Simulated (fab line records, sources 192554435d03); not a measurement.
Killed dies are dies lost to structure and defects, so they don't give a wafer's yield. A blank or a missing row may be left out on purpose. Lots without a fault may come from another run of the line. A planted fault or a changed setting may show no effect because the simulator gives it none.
Which tool did it? | flow n5_finfet | 12 lots, 34 wafers sampled, at 3 steps of a route of 1938

WHAT THE GAUGES READ, wafer by wafer
N5_BEOL_M7_INSPECT_58: inspects for defects (darkfield).
lot  | measured     | on                | raw_defect_count
L279 | day 9 12:37  | defect_inspect-01 | 56 76 49
L281 | day 9 15:57  | defect_inspect-01 | 36 43 71
L282 | day 10 09:59 | defect_inspect-01 | 75 91 76
L283 | day 10 11:26 | defect_inspect-01 | 78 77 70
L287 | day 11 05:25 | defect_inspect-01 | 33 45
L288 | day 11 10:52 | defect_inspect-01 | 89 69 69
L290 | day 12 03:14 | defect_inspect-01 | 82 79
L293 | day 12 21:23 | defect_inspect-01 | 54 38 43
L294 | day 13 05:01 | defect_inspect-01 | 41 42 58
L295 | day 13 19:09 | defect_inspect-01 | 95 107 115
L296 | day 13 20:40 | defect_inspect-02 | 67 58 51
L302 | day 15 04:07 | defect_inspect-02 | 49 45 45

N5_BEOL_M8_THK_MEAS_01.
lot  | measured     | on            | M8_ILD_THK (nm)
L279 | day 9 13:14  | film_metro-02 | 157.4 159.7 158.9
L281 | day 9 16:58  | film_metro-01 | 158.6 158.0 158.7
L282 | day 10 10:36 | film_metro-01 | 155.9 155.1 156.7
L283 | day 10 12:02 | film_metro-02 | 151.7 154.3 155.9
L287 | day 11 06:01 | film_metro-02 | 154.7 152.8
L288 | day 11 11:29 | film_metro-02 | 152.9 155.3 154.5
L290 | day 12 03:53 | film_metro-01 | 150.9 155.3
L293 | day 12 21:59 | film_metro-02 | 152.9 158.0 157.2
L294 | day 13 05:37 | film_metro-02 | 155.6 158.9 156.3
L295 | day 13 19:46 | film_metro-01 | 155.5 154.4 155.6
L296 | day 13 21:17 | film_metro-01 | 156.3 159.1 157.3
L302 | day 15 04:44 | film_metro-02 | 156.3 158.6 159.5

N5_BEOL_M8_INSPECT_13: inspects for defects (brightfield).
lot  | measured     | on                | raw_defect_count
L279 | day 9 17:00  | defect_inspect-02 | 303 341 293
L281 | day 9 18:27  | defect_inspect-01 | 260 301 393
L282 | day 10 11:25 | defect_inspect-01 | 366 322 311
L283 | day 10 14:16 | defect_inspect-01 | 496 454 397
L287 | day 11 08:27 | defect_inspect-02 | 230 225
L288 | day 11 12:28 | defect_inspect-02 | 401 344 277
L290 | day 12 06:31 | defect_inspect-02 | 371 447
L293 | day 13 00:26 | defect_inspect-01 | 443 400 419
L294 | day 13 09:31 | defect_inspect-02 | 330 295 252
L295 | day 13 20:43 | defect_inspect-02 | 432 374 354
L296 | day 13 22:49 | defect_inspect-01 | 366 465 371
L302 | day 15 07:13 | defect_inspect-01 | 488 522 417

WHICH TOOL RAN EACH LOT (tool, then ch and the chambers of the sampled wafers, then the start)
The record holds no process step before these readings.

WHAT THE TOOLS THEMSELVES READ (means of the sampled wafers that have a number; where no wafer has one, the mark that the record gives instead)
The record holds no such reading with a usual standard deviation.

THE ANSWER, worked out from the rows above alone
Rule: what is usual is taken from the lots themselves. Put in order of their means at a reading, lots are off if they are a third of the lots or fewer, leave a main group of 4 or more, and stand apart from it by a gap of 3 or more times the standard deviation of the main group's means; of several such gaps the widest counts. A main group whose means are all the same, to the digits that the tables above print for the reading, isn't used. A lot without any number at a reading at which 4 lots or more have one is off too. The other lots that the step has rows for count as sound. The gauges are gone through in route order, then the tools' own readings, and for those a lot's mean is taken as printed above. The first step at which some lot is off is used, and at that step the reading that is off furthest; a lot without a number counts as furthest.
No lot is off at any reading shown: from this, nothing can be told.

WHAT THE SIMULATOR HAD PUT IN
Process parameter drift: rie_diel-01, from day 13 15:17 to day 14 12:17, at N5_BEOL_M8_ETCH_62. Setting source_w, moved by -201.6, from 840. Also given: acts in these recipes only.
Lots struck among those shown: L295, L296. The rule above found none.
